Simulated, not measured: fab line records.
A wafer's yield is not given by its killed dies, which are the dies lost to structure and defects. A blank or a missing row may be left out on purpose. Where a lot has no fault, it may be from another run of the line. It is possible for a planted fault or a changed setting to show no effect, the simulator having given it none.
Chamber matching    flow n5Finfet    4 sister chambers for N5_FIN_SAQP_FIN_ETCH_36 on rieSi-03
The step etches the open film in HBr/Cl2/O2, target depth 120 nm, time 50.4 s. 8 wafers are shown with their chamber, then 8 later ones without.

## WAFERS PAIRED WITH THEIR CHAMBERS
wafer   chamber  throttleValvePct (%)  drypumpMotorCurrentA (A)
L079.5  1        35.84                 5.5
L082.2  2        36.24                 5.7
L082.3  0        35.59                 5.6
L082.5  3        35.91                 5.4
L084.1  2        36.26                 5.6
L084.5  0        35.57                 5.5
L084.6  1        35.84                 5.5
L086.1  3        35.93                 5.4

## WAFERS WHOSE CHAMBER IS MISSING
wafer   throttleValvePct (%)  drypumpMotorCurrentA (A)
L086.3  35.82                 5.5
L086.4  35.55                 5.5
L093.3  36.23                 5.7
L093.5  35.57                 5.5
L093.6  35.95                 5.4
L096.4  35.91                 5.4
L096.5  35.92                 5.4
L096.6  35.58                 5.5

## WHICH CHAMBER EACH WENT THROUGH
wafer   from the rows above  in truth
L086.3  1                    1
L086.4  0                    0
L093.3  2                    2
L093.5  0                    0
L093.6  3                    3
L096.4  3                    3
L096.5  3                    3
L096.6  0                    0
8 of 8 placed correctly. Left unplaced by these rows: 0. Wrongly placed: 0.
How it was worked out, from the rows above alone: a wafer's distance from a chamber is the root of the sum, over the readings, of the square of ((its reading less the chamber's mean) divided by the reading's scatter). The wafer belongs to the nearest chamber; if the next one is less than 2 further off, it can't be placed. A chamber's mean is the mean of its shown wafers. The scatter: take each reading less its chamber's mean, square it, sum over the shown wafers, divide by the number of wafers less the number of chambers, and take the root.
